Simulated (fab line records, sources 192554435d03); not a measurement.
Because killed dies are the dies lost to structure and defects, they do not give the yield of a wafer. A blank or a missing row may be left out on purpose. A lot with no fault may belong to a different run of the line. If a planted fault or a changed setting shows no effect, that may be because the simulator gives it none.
fab line records	flow n5-finfet
record lots=7	wafers=39
route steps=1938 shown FIN_CUT@169 SD_EPI_P@321 SD_ACTIVATION@330
start-h: the number of hours between the record's first day and the start of the first shown wafer of the lot	wait-h: hours elapsed since this lot's preceding step	" repeats the value in the row above	L1.1+2: a single row standing in for several wafers	- either no value or no given start	* or withheld: withheld	< > ~ a bound
route shown NAME@n: NAME is a module with steps in the file, n the number in the route of the first one	usual: average and standard deviation across the fault-free wafers	same: alike in all rows	chamber/n: place in a boat	sites: readings site by site	_std_site: their standard deviation	_edge_site: the outer-site mean with the inner-site mean subtracted	radius-mm: how far each site lies from the wafer's centre	mask NAME#n: copy n	behind: the last tool/chamber to shape the wafer	hold: why the lot was held/for how many hours/how that ended	device: the transistor (n, p or np) that didn't switch	end of line: tests of these same wafers at the route's end	a step given without rows: its recipe and nothing more	killed: count of dies lost to structure and defects at first sort (not the wafer's yield)	map: shows each die of a wafer: x if killed, . if not, _ if none is there
set.NAME: the setting that was run; set.NAME@STEP: the one run at that earlier step	model.NAME: the simulator's own value behind a step, which no gauge read
lots with deliberately changed settings; one table per step, one row per wafer
## steps
# step N5_FIN_CUT_ETCH_21
# recipe chemistry=N2/H2	target=SOC	target-depth-a=2190	overetch-a=438	mask-material=SiARC	temp-c=40	ion-energy-ev=100	bias-w=61	time-s=523.5	pressure-mtorr=30	source-w=850	n2-flow-sccm=200	h2-flow-sccm=200
# usual rf-vpp-V=241.2/1.2
lot.wafer	tool	chamber	start-h	wait-h	set.bias-w	rf-vpp-V	model.SiARC_of_FIN_CUT_COAT_19.thk-nm
L076.1	rie-diel-04	1	39.32	0.0	61	241.0	12
L076.2	"	3	"	"	61	240.5	12.2
L076.3	"	2	"	"	61	240.6	11.8
L076.4	"	0	"	"	61	242.7	12
L076.5	"	1	"	"	61	242.0	12
L076.6	"	0	"	"	61	242.2	12
L078.1	rie-diel-05	2	53.13	0.0	50.43	212.5	12.6
L078.2	"	0	"	"	61	239.2	12
L078.3	"	3	"	"	61	239.5	11.8
L078.4	"	1	"	"	50.43	213.2	12.4
L078.5	"	0	"	"	50.43	212.7	13
L078.6	"	1	"	"	61	241.9	11.6
L079.1	rie-diel-05	2	57.38	0.0	61	239.8	11.8
L079.2	"	0	"	"	61	241.8	12
L079.3	"	1	"	"	61	240.2	11.8
L082.1	rie-diel-05	0	75.50	0.0	61	240.3	12.2
L082.2	"	1	"	"	61	242.0	11.6
L082.3	"	3	"	"	61	239.7	12
L082.4	"	2	"	"	61	240.0	11.8
L082.5	"	3	"	"	61	240.4	12
L082.6	"	2	"	"	61	240.5	11.8
L093.1	rie-diel-01	0	140.47	0.0	69.49	258.4	11.4
L093.2	"	1	"	"	61	241.1	11.8
L093.3	"	2	"	"	61	242.3	12
L093.4	"	2	"	"	69.49	263.7	11
L093.5	"	1	"	"	61	241.0	12
L093.6	"	0	"	"	69.49	259.7	11.4
L095.1	rie-diel-01	1	153.43	0.0	66.31	254.1	11.8
L095.2	"	3	"	"	66.31	255.1	11.6
L095.3	"	0	"	"	61	238.3	12.4
L095.4	"	2	"	"	61	241.6	12
L095.5	"	3	"	"	66.31	254.4	11.6
L095.6	"	2	"	"	61	241.6	12
L097.1	rie-diel-04	1	166.84	0.0	68.44	257.9	11.2
L097.2	"	3	"	"	61	241.4	12
L097.3	"	0	"	"	68.44	260.5	11.4
L097.4	"	2	"	"	61	242.4	11.8
L097.5	"	1	"	"	61	240.3	11.8
L097.6	"	0	"	"	68.44	262.3	11.4
# step N5_FIN_CUT_CUT_ETCH_26
# recipe chemistry=CH3F/O2	target=SiNx	target-depth-a=390	mask-material=SOC	time-s=55.7	pressure-mtorr=30	source-w=395	bias-w=73	Ar_flow_sccm=150	CH3F_flow_sccm=30	O2_flow_sccm=20	ion-energy-ev=120
lot.wafer	tool	chamber	start-h	wait-h	set.source-w	model.etch.depth-nm
L076.1	rie-diel-04	1	39.66	0.0	432.8	41.02
L076.2	"	3	"	"	432.8	40.14
L076.3	"	2	"	"	432.8	40.91
L076.4	"	0	"	"	395	39.61
L076.5	"	1	"	"	395	39.56
L076.6	"	0	"	"	395	39.2
L078.1	rie-diel-05	2	53.47	0.0	395	39.48
L078.2+5	"	0	"	"	395	38.48
L078.3	"	3	"	"	395	39.31
L078.4	"	1	"	"	395	39.75
L078.6	"	1	"	"	395	39.98
L079.1	rie-diel-05	2	57.73	0.0	395	39.19
L079.2	"	0	"	"	395	38.38
L079.3	"	1	"	"	395	39.7
L082.1	rie-diel-05	0	75.85	0.0	470.5	40.89
L082.2	"	1	"	"	395	39.36
L082.3	"	3	"	"	395	38.63
L082.4	"	2	"	"	470.5	41.55
L082.5	"	3	"	"	470.5	41.62
L082.6	"	2	"	"	395	38.43
L093.1	rie-diel-01	0	140.82	0.0	395	37.96
L093.2	"	1	"	"	395	38.43
L093.3	"	2	"	"	395	38.53
L093.4	"	2	"	"	446.9	40.35
L093.5	"	1	"	"	446.9	39.89
L093.6	"	0	"	"	446.9	39.59
L095.1	rie-diel-01	1	153.77	0.0	395	38.39
L095.2	"	3	"	"	395	39.25
L095.3	"	0	"	"	427.5	39.45
L095.4	"	2	"	"	395	38.85
L095.5	"	3	"	"	427.5	40.18
L095.6	"	2	"	"	427.5	40.1
L097.1+4	rie-diel-04	1,2	167.19	0.0	395	38.96
L097.2	"	3	"	"	395	38.59
L097.3	"	0	"	"	395	39.05
L097.5	"	1	"	"	395	38.93
L097.6	"	0	"	"	395	38.44
# step N5_SD_EPI_P_EPI_21
# recipe material=SiGe:B	dopant=B	temp-c=550	pressure-torr=20	ambient=H2	time-s=355
lot.wafer	tool	chamber	start-h	wait-h	set.pressure-torr	model.SiGe-B_of_SD_EPI_P_EPI_21.thk-nm
L076.1	epi-rpcvd-02	0	66.49	0.2	16.03	56.4
L076.2	"	0	"	"	16.03	56.2
L076.3+5	"	0	"	"	16.03	55.8
L076.4	"	0	"	"	16.03	56.6
L076.6	"	0	"	"	16.03	56
L078.1+5	epi-rpcvd-02	0	79.64	0.1	21.69	62.6
L078.2+6	"	0	"	"	21.69	62.2
L078.3+4	"	0	"	"	21.69	62
L079.1	epi-rpcvd-02	0	84.87	0.1	20	59.8
L079.2	"	0	"	"	20	60.2
L079.3	"	0	"	"	20	60.4
L082.1	epi-rpcvd-03	0	102.40	0.1	21.43	63
L082.2	"	0	"	"	21.43	61.6
L082.3+5	"	0	"	"	21.43	61.8
L082.4	"	0	"	"	21.43	61
L082.6	"	0	"	"	21.43	62.6
L093.1	epi-rpcvd-02	0	170.49	0.1	17.73	58.6
L093.2	"	0	"	"	17.73	58.4
L093.3	"	0	"	"	17.73	58.2
L093.4	"	0	"	"	17.73	58.8
L093.5+6	"	0	"	"	17.73	58
L095.1+6	epi-rpcvd-03	0	180.70	0.1	16.58	56.6
L095.2	"	0	"	"	16.58	57
L095.3+4	"	0	"	"	16.58	56.8
L095.5	"	0	"	"	16.58	57.2
L097.1	epi-rpcvd-04	0	198.45	0.2	21.74	62.8
L097.2	"	0	"	"	21.74	64
L097.3	"	0	"	"	21.74	62.6
L097.4	"	0	"	"	21.74	63.8
L097.5	"	0	"	"	21.74	63.2
L097.6	"	0	"	"	21.74	63
# step N5_SD_EPI_P_HM_STRIP_48
# recipe chemistry=H3PO4	temp-c=160	material=SiNx	target=SiNx	target-depth-a=30	overetch-fraction=0.3
# step N5_SD_ACTIVATION_RTA_00
# recipe temp-c=975	time-s=0	ambient=N2	idle-temp-c=600	ramp-up-c-per-s=150	ramp-down-c-per-s=60	cool-to-c=600
# step N5_SD_ACTIVATION_LSA_01
# recipe temp-c=1080	time-s=0.0008	ambient=N2
# step N5_SD_ACTIVATION_RS_MEAS_03
# recipe thk-meas-gauge=four-point-probe
# usual RS_SD_N=21.81/0.3	RS_SD_P=56.2/0.84
lot.wafer	tool	chamber	start-h	wait-h	set.pressure-torr@SD_EPI_P_EPI_21	RS_SD_N[ohm/sq]	RS_SD_P[ohm/sq]
L076.1	film-metro-01	-	70.03	0.2	16.03	22.11	64.2
L076.2	"	-	"	"	16.03	22.28	65.3
L076.3	"	-	"	"	16.03	22.08	65.3
L076.4	"	-	"	"	16.03	21.89	64.3
L076.5	"	-	"	"	16.03	21.59	64.8
L076.6	"	-	"	"	16.03	21.88	65.0
L078.1	film-metro-02	-	82.44	0.2	21.69	22.49	53.9
L078.2	"	-	"	"	21.69	22.02	54.1
L078.3	"	-	"	"	21.69	22.00	54.2
L078.4	"	-	"	"	21.69	21.81	55.1
L078.5	"	-	"	"	21.69	22.40	53.8
L078.6	"	-	"	"	21.69	22.02	54.2
L079.1	film-metro-01	-	87.68	0.2	20	21.73	56.7
L079.2	"	-	"	"	20	21.79	56.3
L079.3	"	-	"	"	20	21.91	56.1
L082.1	film-metro-02	-	105.34	0.2	21.43	21.58	51.7
L082.2	"	-	"	"	21.43	21.66	53.5
L082.3	"	-	"	"	21.43	21.26	53.2
L082.4	"	-	"	"	21.43	21.18	54.3
L082.5	"	-	"	"	21.43	21.21	53.1
L082.6	"	-	"	"	21.43	21.34	52.4
L093.1	film-metro-01	-	173.29	0.2	17.73	21.73	60.8
L093.2	"	-	"	"	17.73	22.07	61.2
L093.3	"	-	"	"	17.73	22.27	61.3
L093.4	"	-	"	"	17.73	21.56	61.1
L093.5	"	-	"	"	17.73	21.53	61.9
L093.6	"	-	"	"	17.73	21.79	61.5
L095.1	film-metro-01	-	183.51	0.2	16.58	22.26	63.1
L095.2	"	-	"	"	16.58	21.85	62.7
L095.3	"	-	"	"	16.58	22.24	62.8
L095.4	"	-	"	"	16.58	22.05	63.4
L095.5	"	-	"	"	16.58	22.27	62.8
L095.6	"	-	"	"	16.58	22.08	62.9
L097.1	film-metro-01	-	201.98	0.2	21.74	22.04	54.1
L097.2	"	-	"	"	21.74	21.61	52.8
L097.3	"	-	"	"	21.74	21.60	54.3
L097.4	"	-	"	"	21.74	21.40	53.0
L097.5	"	-	"	"	21.74	21.81	53.7
L097.6	"	-	"	"	21.74	22.16	54.1
## key
split step=N5_FIN_CUT_ETCH_21	setting=bias-w	stated=61	by=wafer
response step=N5_FIN_CUT_ETCH_21	reading=rf-vpp-V	change=+1.52	per=1%	r=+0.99
response step=N5_FIN_CUT_ETCH_21	reading=model.SiARC_of_FIN_CUT_COAT_19.thk-nm	change=-0.0485	per=1%	r=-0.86
split step=N5_FIN_CUT_CUT_ETCH_26	setting=source-w	stated=395	by=wafer
response step=N5_FIN_CUT_CUT_ETCH_26	reading=model.etch.depth-nm	change=+0.13	per=1%	r=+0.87
split step=N5_SD_EPI_P_EPI_21	setting=pressure-torr	stated=20	by=lot
response step=N5_SD_EPI_P_EPI_21	reading=model.SiGe-B_of_SD_EPI_P_EPI_21.thk-nm	change=+0.224	per=1%	r=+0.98
response step=N5_SD_ACTIVATION_RS_MEAS_03	reading=RS_SD_P	change=-0.388	per=1%	r=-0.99
